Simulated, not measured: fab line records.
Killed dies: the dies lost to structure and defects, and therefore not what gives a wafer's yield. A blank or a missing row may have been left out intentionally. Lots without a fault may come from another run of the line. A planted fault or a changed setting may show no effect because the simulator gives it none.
Chamber matching ; flow nand harc ; NHARC_P_GATE_ETCH_104 on rie diel-01: 4 sister chambers
The step etches the open film in CF4/CHF3, target depth 60 nm. 4 wafers are shown with their chamber, then 6 later ones without.

## WAFERS WITH THEIR CHAMBER
wafer;chamber;drypump motor current A (A)
L752.3;0;6.02
L752.5;2;5.74
L756.2;1;5.39
L756.5;3;5.81

## WAFERS WITH NO CHAMBER GIVEN
wafer;drypump motor current A (A)
L768.2;5.41
L768.3;5.89
L768.4;6.06
L771.1;5.41
L771.3;6.03
L771.5;5.40

## EACH ONE'S CHAMBER
wafer;from the rows above;in truth
L768.2;1;1
L768.3;can't be placed: 3 or 0 or 2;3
L768.4;0;0
L771.1;1;1
L771.3;0;0
L771.5;1;1
Placed correctly: 5 of 6. From these rows, 1 cannot be placed; in 1 the true chamber is one of the candidates. Placed wrongly: 0.
How it was worked out, from the rows above alone: a wafer's distance from a chamber is the root of the sum, over the readings, of the square of ((its reading less the chamber's mean) divided by the reading's scatter). The wafer belongs to the nearest chamber; if the next one is less than 2 further off, it can't be placed. Each chamber's mean is taken over the wafers shown for it. The scatter: root of mean squared gap, hidden wafer to nearest shown wafer, with one shown wafer a chamber.
